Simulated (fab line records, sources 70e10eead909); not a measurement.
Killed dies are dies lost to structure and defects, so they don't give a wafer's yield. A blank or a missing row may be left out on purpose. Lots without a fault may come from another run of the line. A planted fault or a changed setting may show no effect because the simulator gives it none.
Chamber matching | flow nand_harc | NHARC_P_M0_PRE_CLEAN_31 on pecvd-03: 3 sister chambers
The step time 12 s. 6 wafers are shown with their chamber, then 11 later ones without.

WAFERS WITH THEIR CHAMBER
wafer  | chamber | heater_power_w (W)
L087.4 | 1       | 700
L087.5 | 0       | 650
L088.2 | 1       | 714
L088.3 | 0       | 691
L088.6 | 2       | 613
L089.1 | 2       | 658

WAFERS WITHOUT THEIR CHAMBER
wafer  | heater_power_w (W)
L089.2 | 594
L089.5 | 691
L092.1 | 569
L092.3 | 641
L092.4 | 607
L093.1 | 659
L093.2 | 702
L093.6 | 646
L094.1 | 634
L094.4 | 645
L094.6 | 630

WHICH CHAMBER EACH WENT THROUGH
wafer  | from the rows above          | in truth
L089.2 | can't be placed: 2 or 0      | 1
L089.5 | can't be placed: 1 or 0 or 2 | 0
L092.1 | can't be placed: 2 or 0      | 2
L092.3 | can't be placed: 2 or 0      | 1
L092.4 | can't be placed: 2 or 0      | 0
L093.1 | can't be placed: 0 or 2 or 1 | 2
L093.2 | can't be placed: 1 or 0      | 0
L093.6 | can't be placed: 2 or 0 or 1 | 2
L094.1 | can't be placed: 2 or 0      | 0
L094.4 | can't be placed: 2 or 0      | 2
L094.6 | can't be placed: 2 or 0      | 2
Placed correctly: 0 of 11. Can't be placed from these rows: 11 (the true chamber is among the candidates in 9). Placed wrongly: 0.
How it was worked out, from the rows above alone: a wafer's distance from a chamber is the root of the sum, over the readings, of the square of ((its reading less the chamber's mean) divided by the reading's scatter). The wafer belongs to the nearest chamber; if the next one is less than 2 further off, it can't be placed. A chamber's mean is the mean of its shown wafers. The scatter: the root of (the sum of the squares of (reading less its chamber's mean) over the shown wafers, divided by (wafers less chambers)).
